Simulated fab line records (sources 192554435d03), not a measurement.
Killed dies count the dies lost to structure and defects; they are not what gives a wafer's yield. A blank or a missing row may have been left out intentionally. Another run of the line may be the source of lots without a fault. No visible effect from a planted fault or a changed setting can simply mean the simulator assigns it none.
Comparing a struck lot with a sound one    flow n5 finfet    38 out of 1938 route steps
Sound: wafers L334.2, L334.4, L334.6. Struck: wafer L346.6 (left out: L346.4, L346.5 of the same lot, which were not struck); the cause appears at the end.
Order at every step that has rows: each side's tool, ch and its chambers, its first start. Under that, the readings that differ: sound wafers    struck wafers    difference of the means    sigmas: that difference in standard deviations of wafers without a fault.
alike: readings whose means differ by less than 2 such deviations, and words and numbers that are the same on both sides. not compared: withheld readings, readings that some wafer has no value for, bounds like >300 that may hide the same value, and numbers for which the record gives no deviation and whose values overlap.
The two part at a step that has a row with sigmas, a row that says differs or no value, or rows on one side only. Numbers that have no deviation but don't overlap get no sigmas and don't part them. A reading that every wafer of one side lacks parts them only if that side has two wafers or more.

first, 9 steps without rows for these wafers: N5_BEOL_M0_CUTY_SOFTBAKE_53 (time 60 s); N5_BEOL_M0_CUTY_EXPOSE_54 (exposes mask M0 ABLK); N5_BEOL_M0_CUTY_PEB_55 (peb time 60 s); N5_BEOL_M0_CUTY_DEVELOP_56 (develop time 30 s); N5_BEOL_M0_CUTY_DESCUM_61 (chemistry O2, time 7.9 s); N5_BEOL_M0_CUTY_ETCH_62 (etches SiARC in CF4, time 58.5 s); N5_BEOL_M0_CUTY_ETCH_63 (etches SOC in N2/H2, target depth 82.7 nm, overetch 16.5 nm, time 124 s); N5_BEOL_M0_CUTY_STRIP_64 (strips in N2/H2); N5_BEOL_M0_ETCH_138 (etches SiCN in CH3F/O2, target depth 12 nm, time 31.6 s).
N5_BEOL_M0_HM_OPEN_105: chemistry Cl2/BCl3, target TiN, target depth 12 nm.
  sound on rie metal-01 ch 0, day 7 23:11; struck on rie metal-01 ch 0, day 10 18:10
  alike: drypump motor current A, oes_ar_750_au, oes product au, throttle valve pct
  not compared: rf hours counter h
then, 27 steps without rows for these wafers: N5_BEOL_M0_STRIP_140 (strips in CF4); N5_BEOL_M0_STRIP_104 (strips in N2/H2); N5_BEOL_M0_WET_ETCH_106 (etches SiO2 in DHF, target depth 130 nm, rinse time 30 s); N5_BEOL_M0_ETCH_128 (etches SiCN in CF4/N2, target depth 12 nm, overetch 5.1 nm, time 21.4 s); N5_BEOL_M0_TRENCH_ETCH_107 (etches SiOC in C4F6/O2, target depth 32.8 nm, time 16.4 s); N5_BEOL_M0_STRIP_142 (strips in N2/H2, time 10 s); N5_BEOL_M0_HM_STRIP_129 (strips TiN in peroxide tin strip, target depth 17 nm, time 108 s); N5_BEOL_M0_SRD_130 (time 30 s); N5_BEOL_M0_ETCH_109 (etches SiCN in CH3F/O2, target depth 8 nm, overetch 2.4 nm, time 27.4 s); N5_BEOL_M0_STRIP_139 (strips in post etch residue remover, time 60 s); N5_BEOL_M0_SRD_111 (time 30 s); N5_BEOL_M0_DEGAS_112 (time 60 s); N5_BEOL_M0_PRE_CLEAN_113 (time 30 s); N5_BEOL_M0_ALD_136 (deposits TaN, pulse time 2 s, purge time 3 s, co reactant purge time 2 s); N5_BEOL_M0_SURFACE_TREAT_137; N5_BEOL_M0_CVD_115 (deposits Co from CCTBA/H2, time 120 s); N5_BEOL_M0_SPUTTER_116 (material Cu, target thk 4 nm, time 7.37 s); N5_BEOL_M0_ANNEAL_117 (time 60 s); N5_BEOL_M0_SPUTTER_132 (material Cu, target thk 4 nm, time 7.37 s); N5_BEOL_M0_ANNEAL_133 (time 60 s); N5_BEOL_M0_SPUTTER_134 (material Cu, target thk 4 nm, time 7.37 s); N5_BEOL_M0_ANNEAL_135 (time 60 s); N5_BEOL_M0_SPUTTER_141 (material Cu, target thk 4 nm, time 7.37 s); N5_BEOL_M0_ECD_118 (material Cu, target thk 300 nm); N5_BEOL_M0_ANNEAL_119 (time 90 s); N5_BEOL_M0_CMP_120 (polishes, stops on SiOC, t overpolish 6.9 s); N5_BEOL_M0_PRE_CLEAN_131 (time 15 s).
-- the record jumps here: 6 days lie between the struck wafers' starts before and after (it left off in module BEOL_M0 and takes up again in module PASSIVATION, whose first step shown is number 1936 of the route) --
N5_PASSIVATION_PROBE_49:
  only the struck wafers here have rows in the record (prober-02, day 17 02:56); the sound ones have none

## WHERE THEY PART
Only at N5_PASSIVATION_PROBE_49, as far as this record shows.

WHY: whatever the simulator had introduced
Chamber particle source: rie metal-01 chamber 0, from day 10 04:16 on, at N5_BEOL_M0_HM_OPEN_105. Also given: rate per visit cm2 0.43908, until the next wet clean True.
